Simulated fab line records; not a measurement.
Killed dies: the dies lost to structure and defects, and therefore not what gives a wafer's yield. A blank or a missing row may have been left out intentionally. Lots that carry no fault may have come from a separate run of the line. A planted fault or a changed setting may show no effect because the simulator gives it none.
Which of the tools did it? + flow n5 finfet + 8 lots with 24 wafers sampled at 6 steps, on a route of 1938 steps

WHAT THE GAUGES READ, wafer by wafer
N5_BEOL_M4_CD_MEAS_28: target cd 26.2 nm, target cd y 24.1 nm. Usual: cd nm at 26.17 nm, with a standard deviation of 0.23.
| lot  | measured     | on        | cd nm (nm)        | flag |
|------|--------------|-----------|-------------------|------|
| L483 | day 8 02:45  | cd sem-01 | 25.89 26.36 25.96 |      |
| L484 | day 8 03:54  | cd sem-03 | 26.40 26.39 26.33 |      |
| L487 | day 9 06:38  | cd sem-01 | 26.03 26.38 25.99 |      |
| L490 | day 9 15:56  | cd sem-01 | 26.46 26.47 26.17 |      |
| L491 | day 9 21:59  | cd sem-01 | 26.02 26.55 25.82 |      |
| L495 | day 11 17:33 | cd sem-03 | 26.22 25.99 26.53 |      |
| L499 | day 12 05:30 | cd sem-03 | 26.19 15.44 26.12 | OFF  |
| L504 | day 14 02:13 | cd sem-01 | 26.04 26.11 25.77 |      |

N5_BEOL_M4_RC_MEAS_101. Usual: DIBL_N 36.3 mV/V, standard deviation 2.2; DIBL_P 36.0 mV/V, standard deviation 2.4; IOFF_N 0.16 nA/um, standard deviation 0.042; IOFF_P 0.22 nA/um, standard deviation 0.041; ION_N 672 uA/um, standard deviation 14; ION_P 462 uA/um, standard deviation 7.9; SS_N 71.7 mV/dec, standard deviation 0.76; SS_P 73.3 mV/dec, standard deviation 0.72; VT_N 250 mV, standard deviation 3.6; VT_P -249 mV, standard deviation 3.
| lot  | measured     | on        | DIBL_N (mV/V)  | DIBL_P (mV/V)  | IOFF_N (nA/um) | IOFF_P (nA/um) | ION_N (uA/um) | ION_P (uA/um) | SS_N (mV/dec)  | SS_P (mV/dec)  | VT_N (mV)   | VT_P (mV)      | flag |
|------|--------------|-----------|----------------|----------------|----------------|----------------|---------------|---------------|----------------|----------------|-------------|----------------|------|
| L483 | day 8 11:30  | prober-02 | 34.8 38.0 36.3 | 35.2 37.8 36.1 | 0.15 0.21 0.17 | 0.20 0.26 0.22 | 679 687 689   | 465 464 465   | 70.7 72.2 71.3 | 72.5 74.1 73.2 | 251 248 249 | -251 -249 -251 |      |
| L484 | day 8 12:30  | prober-01 | 34.9 34.7 34.9 | 34.5 34.2 34.7 | 0.14 0.14 0.15 | 0.20 0.20 0.20 | 668 670 678   | 463 463 467   | 72.2 71.0 71.4 | 73.3 73.2 73.4 | 249 249 247 | -248 -250 -246 |      |
| L487 | day 9 13:12  | prober-01 | 32.6 35.4 35.2 | 30.9 35.6 34.7 | 0.10 0.16 0.14 | 0.14 0.20 0.18 | 651 671 661   | 450 460 454   | 71.1 71.6 72.3 | 71.5 72.7 72.0 | 256 248 248 | -253 -250 -250 |      |
| L490 | day 9 21:14  | prober-01 | 36.6 35.3 34.7 | 36.9 34.9 34.5 | 0.16 0.14 0.12 | 0.21 0.18 0.17 | 660 674 661   | 459 457 461   | 71.6 71.3 71.5 | 73.5 73.5 72.8 | 250 252 255 | -249 -254 -252 |      |
| L491 | day 10 06:27 | prober-02 | 37.8 39.1 39.7 | 35.5 38.1 37.4 | 0.18 0.20 0.20 | 0.22 0.26 0.23 | 675 678 680   | 464 465 461   | 72.2 72.0 72.5 | 73.7 73.9 73.3 | 250 246 249 | -248 -249 -248 |      |
| L495 | day 12 01:55 | prober-02 | 35.7 35.9 31.8 | 37.7 38.6 33.2 | 0.15 0.17 0.11 | 0.22 0.25 0.17 | 674 675 653   | 459 465 458   | 71.7 71.6 71.1 | 74.1 74.2 72.6 | 252 249 253 | -250 -247 -253 |      |
| L499 | day 13 06:53 | prober-01 | 35.3 38.4      | 33.0 37.0      | 0.13 0.21      | 0.18 0.25      | 679 696       | 469 479       | 70.9 71.5      | 73.2 73.8      | 254 247     | -253 -248      |      |
| L504 | day 14 21:55 | prober-02 | 36.6 34.5 33.8 | 36.4 35.3 34.7 | 0.15 0.13 0.11 | 0.18 0.18 0.16 | 655 664 657   | 445 459 453   | 72.2 70.8 70.8 | 73.0 72.3 72.7 | 253 251 255 | -253 -255 -252 |      |

EACH LOT AND THE TOOL THAT RAN IT (in order: tool; ch and the chambers of the sampled wafers; start)
| lot  | N5_BEOL_M4_EXPOSE_25              | N5_BEOL_M4_DESCUM_33               | N5_BEOL_M4_ETCH_77                 | N5_BEOL_M4_ETCHBACK_99             |
|------|-----------------------------------|------------------------------------|------------------------------------|------------------------------------|
| L483 | euv scanner-02 ch 0, day 8 02:36  | rie diel-03 ch 0,1,2, day 8 02:52  | rie diel-03 ch 0,1,2, day 8 02:55  | rie diel-05 ch 0,1,2, day 8 03:08  |
| L484 | euv scanner-02 ch 0, day 8 03:46  | rie diel-01 ch 0,3, day 8 04:02    | rie diel-01 ch 0,3, day 8 04:04    | rie diel-01 ch 0,3, day 8 04:21    |
| L487 | euv scanner-01 ch 0, day 9 06:29  | rie diel-05 ch 0,2,3, day 9 06:49  | rie diel-05 ch 0,2,3, day 9 06:51  | rie diel-01 ch 0,1,2, day 9 08:35  |
| L490 | euv scanner-01 ch 0, day 9 15:47  | rie diel-01 ch 1,3, day 9 16:04    | rie diel-01 ch 1,3, day 9 16:06    | rie diel-01 ch 0,2, day 9 16:56    |
| L491 | euv scanner-01 ch 0, day 9 21:52  | rie diel-01 ch 0,2,3, day 9 22:06  | rie diel-01 ch 0,2,3, day 9 22:08  | rie diel-03 ch 0,1,3, day 9 23:41  |
| L495 | euv scanner-01 ch 0, day 11 17:24 | rie diel-01 ch 0,2,3, day 11 17:42 | rie diel-01 ch 0,2,3, day 11 17:44 | rie diel-05 ch 0,2,3, day 11 20:11 |
| L499 | euv scanner-01 ch 0, day 12 05:22 | rie diel-05 ch 0,1,3, day 12 05:44 | rie diel-05 ch 0,1,3, day 12 05:47 | rie diel-05 ch 0,2,3, day 13 02:31 |
| L504 | euv scanner-02 ch 0, day 14 02:04 | rie diel-01 ch 1,2, day 14 02:20   | rie diel-01 ch 1,2, day 14 02:22   | rie diel-05 ch 0,2, day 14 17:23   |
- N5_BEOL_M4_EXPOSE_25: exposes mask V3, defocus 5 nm.
- N5_BEOL_M4_DESCUM_33: chemistry O2, time 7 s.
- N5_BEOL_M4_ETCH_77: etches underlayer in N2/H2, target depth 6.5 nm, time 5.2 s.
- N5_BEOL_M4_ETCHBACK_99: etches SiO2 in CHF3, target depth 5 nm, time 10.4 s.

AS READ BY THE TOOLS THEMSELVES (means over the sampled wafers that have a number; for cases with no such wafer, the mark the record gives instead)
N5_BEOL_M4_EXPOSE_25. Usual: exposure dose mJ cm2 at 62.96, with a standard deviation of 0.065.
| lot  | tool           | exposure dose mJ cm2 | flag |
|------|----------------|----------------------|------|
| L483 | euv scanner-02 | 62.91                |      |
| L484 | euv scanner-02 | 62.94                |      |
| L487 | euv scanner-01 | 62.98                |      |
| L490 | euv scanner-01 | 63.02                |      |
| L491 | euv scanner-01 | 62.93                |      |
| L495 | euv scanner-01 | 62.99                |      |
| L499 | euv scanner-01 | 62.99                |      |
| L504 | euv scanner-02 | 62.97                |      |

N5_BEOL_M4_DESCUM_33. Usual: drypump motor current A 5.7 A, standard deviation 0.39; oes product au 0.80 a.u., standard deviation 0.091; rf vpp V 243.7 V, standard deviation 1.4; showerhead plenum p Torr 2.12 Torr, standard deviation 0.078; throttle valve pct 20.46 %, standard deviation 0.26.
| lot  | tool        | drypump motor current A (A) | oes product au (a.u.) | rf vpp V (V) | showerhead plenum p Torr (Torr) | throttle valve pct (%) | flag |
|------|-------------|-----------------------------|-----------------------|--------------|---------------------------------|------------------------|------|
| L483 | rie diel-03 | 5.8                         | 0.69                  | 243.6        | 2.10                            | 20.63                  |      |
| L484 | rie diel-01 | 5.3                         | 0.84                  | 245.5        | 2.21                            | 20.50                  |      |
| L487 | rie diel-05 | 6.1                         | 0.72                  | 242.4        | 2.05                            | 20.53                  |      |
| L490 | rie diel-01 | 5.8                         | 0.90                  | 244.5        | 2.19                            | 20.50                  |      |
| L491 | rie diel-01 | 5.5                         | 0.85                  | 244.1        | 2.18                            | 20.48                  |      |
| L495 | rie diel-01 | 5.4                         | 0.83                  | 244.6        | 2.18                            | 20.49                  |      |
| L499 | rie diel-05 | 5.9                         | 0.86                  | 244.3        | 2.09                            | 20.23                  |      |
| L504 | rie diel-01 | 5.7                         | 0.83                  | 242.4        | 2.11                            | 20.29                  |      |

N5_BEOL_M4_ETCH_77. Usual: drypump motor current A 5.7 A, standard deviation 0.39; etch rf on time s 5.25 s, standard deviation 0.12; oes product au 0.68 a.u., standard deviation 0.078; rf vpp V 524.9 V, standard deviation 2.9; showerhead plenum p Torr 2.58 Torr, standard deviation 0.1; throttle valve pct 17.85 %, standard deviation 0.21.
| lot  | tool        | drypump motor current A (A) | etch rf on time s (s) | oes product au (a.u.) | rf vpp V (V) | showerhead plenum p Torr (Torr) | throttle valve pct (%) | flag |
|------|-------------|-----------------------------|-----------------------|-----------------------|--------------|---------------------------------|------------------------|------|
| L483 | rie diel-03 | 5.9                         | 5.32                  | 0.57                  | 522.5        | 2.54                            | 17.98                  |      |
| L484 | rie diel-01 | 5.4                         | 5.38                  | 0.70                  | 526.7        | 2.69                            | 17.88                  |      |
| L487 | rie diel-05 | 6.1                         | 5.19                  | 0.61                  | 521.7        | 2.48                            | 17.89                  |      |
| L490 | rie diel-01 | 5.8                         | 5.26                  | 0.76                  | 527.3        | 2.67                            | 17.97                  |      |
| L491 | rie diel-01 | 5.4                         | 5.30                  | 0.72                  | 526.9        | 2.65                            | 17.87                  |      |
| L495 | rie diel-01 | 5.5                         | 5.24                  | 0.70                  | 525.9        | 2.65                            | 17.91                  |      |
| L499 | rie diel-05 | 5.9                         | 5.15                  | 0.73                  | 522.2        | 2.52                            | 17.60                  |      |
| L504 | rie diel-01 | 5.7                         | 5.17                  | 0.70                  | 524.6        | 2.57                            | 17.74                  |      |

N5_BEOL_M4_ETCHBACK_99. Usual: CHF3_flow_sccm 12.00 sccm, standard deviation 0.036; drypump motor current A 5.7 A, standard deviation 0.4; oes product au 0.81 a.u., standard deviation 0.1; rf vpp V 241 V, standard deviation 4.8; showerhead plenum p Torr 2.19 Torr, standard deviation 0.086; throttle valve pct 17.06 %, standard deviation 0.28.
| lot  | tool        | CHF3_flow_sccm (sccm) | drypump motor current A (A) | oes product au (a.u.) | rf vpp V (V) | showerhead plenum p Torr (Torr) | throttle valve pct (%) | flag |
|------|-------------|-----------------------|-----------------------------|-----------------------|--------------|---------------------------------|------------------------|------|
| L483 | rie diel-05 | 11.98                 | 5.9                         | 0.70                  | 238          | 2.13                            | 17.19                  |      |
| L484 | rie diel-01 | 11.97                 | 5.5                         | 0.89                  | 239          | 2.28                            | 17.19                  |      |
| L487 | rie diel-01 | 11.98                 | 5.6                         | 0.84                  | 246          | 2.21                            | 16.89                  |      |
| L490 | rie diel-01 | 12.02                 | 5.3                         | 0.81                  | 246          | 2.22                            | 16.95                  |      |
| L491 | rie diel-03 | 12.02                 | 5.8                         | 0.79                  | 242          | 2.12                            | 17.03                  |      |
| L495 | rie diel-05 | 11.98                 | 6.1                         | 0.78                  | 237          | 2.18                            | 17.01                  |      |
| L499 | rie diel-05 | 11.98                 | 6.1                         | 0.77                  | 237          | 2.17                            | 17.04                  |      |
| L504 | rie diel-05 | 12.00                 | 6.1                         | 0.75                  | 243          | 2.24                            | 17.17                  |      |

THE ANSWER, worked out from the rows above alone
Rule: a lot is off if the mean of its wafers that have a number lies more than 3 standard deviations from the usual mean. Also off: a lot with no number at a reading for which 4 or more lots have one. The other lots that the step has rows for count as sound. Order of review: gauges by route order, followed by the tools' own readings, for which a lot's mean as printed above is used. At the first step where some lot is off, the reading lying furthest off is the one used; lots without a number count as furthest.
Off: L499 (N5_BEOL_M4_CD_MEAS_28, cd nm).
If a tool, at a process step before that reading, ran all the lots that are off and no sound lot after the first of them, it fits. Those tools and the gauges at N5_BEOL_M4_CD_MEAS_28 are tried in the same way. This does not decide it: 2 tools fit, namely euv scanner-01 at N5_BEOL_M4_EXPOSE_25 and cd sem-03 at N5_BEOL_M4_CD_MEAS_28.

WHAT THE SIMULATOR HAD PUT IN
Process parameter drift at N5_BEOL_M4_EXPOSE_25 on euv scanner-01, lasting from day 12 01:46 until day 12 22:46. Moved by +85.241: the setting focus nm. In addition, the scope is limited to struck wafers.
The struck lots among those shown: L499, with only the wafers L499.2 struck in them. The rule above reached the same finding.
